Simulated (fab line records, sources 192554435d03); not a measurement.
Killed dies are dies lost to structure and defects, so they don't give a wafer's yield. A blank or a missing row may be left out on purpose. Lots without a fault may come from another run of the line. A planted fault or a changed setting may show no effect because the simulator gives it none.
Split-lot experiment | flow n5_finfet | 7 lots, 39 wafers read, on a route of 1938 steps

THE SPLIT
At N5_BEOL_M2_ILD_DEP_00 (deposits SiOC from DEMS/O2, target thk 79 nm, time 15.3 s), the setting time_s was moved away from the recipe's 15.3 s on 12 of the 39 wafers read, by -54.7% to +54.0%. The other wafers ran this setting at the recipe's value.

The file shows no step between the split and the reading.

THE READING
M2_ILD_THK, in nm, at N5_BEOL_M2_THK_MEAS_01. Fault-free wafers of this fab line usually give 79.0 nm, standard deviation 1 nm.

wafer  | tool, chamber at the split | time_s as run, s | against the recipe | M2_ILD_THK, nm | against lot-mates on the recipe
L074.1 | pecvd-01, 0,1              | 15.3             | recipe             | 78.9           | -
L074.2 | pecvd-01, 2,1              | 15.3             | recipe             | 79.4           | -
L074.3 | pecvd-01, 0,1              | 15.3             | recipe             | 78.8           | -
L074.4 | pecvd-01, 0                | 15.3             | recipe             | 80.1           | -
L074.5 | pecvd-01, 2                | 15.3             | recipe             | 79.8           | -
L074.6 | pecvd-01, 2,1              | 15.3             | recipe             | 79.4           | -
L076.1 | pecvd-04, 0                | 15.3             | recipe             | 80.3           | -
L076.2 | pecvd-04, 2                | 23.56            | +54.0%             | 119.5          | +40.4
L076.3 | pecvd-04, 1                | 15.3             | recipe             | 77.6           | -
L076.4 | pecvd-04, 0                | 23.56            | +54.0%             | 122.7          | +43.6
L076.5 | pecvd-04, 2                | 23.56            | +54.0%             | 120.9          | +41.8
L076.6 | pecvd-04, 1                | 15.3             | recipe             | 79.3           | -
L082.1 | pecvd-03, 2                | 22.42            | +46.5%             | 114.2          | +34.8
L082.2 | pecvd-03, 0                | 22.42            | +46.5%             | 113.6          | +34.2
L082.3 | pecvd-03, 1                | 15.3             | recipe             | 78.2           | -
L082.4 | pecvd-03, 1                | 15.3             | recipe             | 80.1           | -
L082.5 | pecvd-03, 0                | 15.3             | recipe             | 79.9           | -
L082.6 | pecvd-03, 2                | 22.42            | +46.5%             | 115.7          | +36.3
L084.1 | pecvd-03, 2,0              | 15.3             | recipe             | 79.2           | -
L084.2 | pecvd-03, 2,0              | 15.3             | recipe             | 79.3           | -
L084.5 | pecvd-03, 1                | 15.3             | recipe             | 80.0           | -
L086.1 | pecvd-03, 0                | 15.3             | recipe             | 79.0           | -
L086.2 | pecvd-03, 1                | 15.3             | recipe             | 78.8           | -
L086.3 | pecvd-03, 2,0              | 15.3             | recipe             | 79.5           | -
L086.4 | pecvd-03, 1,2              | 15.3             | recipe             | 79.5           | -
L086.5 | pecvd-03, 1,2              | 15.3             | recipe             | 79.5           | -
L086.6 | pecvd-03, 2,0              | 15.3             | recipe             | 79.4           | -
L091.1 | pecvd-01, 2                | 17.77            | +16.1%             | 89.5           | +10.6
L091.2 | pecvd-01, 1                | 17.77            | +16.1%             | 90.7           | +11.8
L091.3 | pecvd-01, 0                | 15.3             | recipe             | 77.9           | -
L091.4 | pecvd-01, 2                | 15.3             | recipe             | 79.7           | -
L091.5 | pecvd-01, 0                | 17.77            | +16.1%             | 92.5           | +13.6
L091.6 | pecvd-01, 1                | 15.3             | recipe             | 79.0           | -
L093.1 | pecvd-01, 0                | 15.3             | recipe             | 79.2           | -
L093.2 | pecvd-01, 2                | 15.3             | recipe             | 78.8           | -
L093.3 | pecvd-01, 1                | 6.936            | -54.7%             | 36.0           | -43.7
L093.4 | pecvd-01, 2                | 6.936            | -54.7%             | 36.7           | -43.0
L093.5 | pecvd-01, 0                | 15.3             | recipe             | 81.0           | -
L093.6 | pecvd-01, 1                | 6.936            | -54.7%             | 37.1           | -42.6
Where a row lists several chambers, the file gives one row for several wafers and doesn't say which wafer went through which chamber.

THE FIT
A straight line over all 39 wafers: M2_ILD_THK changes by +0.771 nm for each +1% of time_s; r = +1.00; the points scatter about the line by 0.9 nm.
The same after taking each lot's own level away (the mean of its wafers on the recipe; 39 wafers): +0.775 nm for each +1%; r = +1.00; scatter 0.89 nm.
On that fit, the largest move of time_s shifts the reading by 42 nm.
The lots' own levels span 78.87 to 79.67 nm, that is 0.8 times the standard deviation above.
So the lot-to-lot level changes the slope little: the two slopes agree.
Check: with one of the wafers moved furthest among these (-54.7%) left out of the fit, the line predicts -42.3 nm for it against its lot-mates. It came out at -43.7 nm against them.

OTHER SPLITS ON THESE WAFERS
These wafers also went through other splits before the reading. Each is held against what the fit with the lots' levels taken away leaves over:
other split on the same wafers     | wafers away from the commonest value | r with M2_ILD_THK (lot level and that fit taken away)
N5_FIN_SAQP_HM_DEP_03 time_s       | 9                                    | -0.05
N5_SD_EPI_N_ETCH_45 target_depth_a | 15                                   | -0.15
N5_BEOL_M0_SAQP_PECVD_96 time_s    | 12                                   | -0.16
N5_BEOL_M0_ETCH_128 time_s         | 15                                   | +0.07

THE WHOLE CHAIN: every reading that the file lists as answering this split, in the file's order
step                   | what it does                                              | reading                                                                            | change (the file's fit)               | r (the file's)
N5_BEOL_M2_ILD_DEP_00  | deposits SiOC from DEMS/O2, target thk 79 nm, time 15.3 s | SiOC_of_BEOL_M2_ILD_DEP_00.thk_nm (the simulator's own value, which no gauge read) | +0.773 nm for each +1% of the setting | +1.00
N5_BEOL_M2_THK_MEAS_01 |                                                           | M2_ILD_THK                                                                         | +0.774 for each +1% of the setting    | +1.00

THE FILE'S OWN FIT
M2_ILD_THK changes by +0.774 nm for each +1% of time_s, r = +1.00.
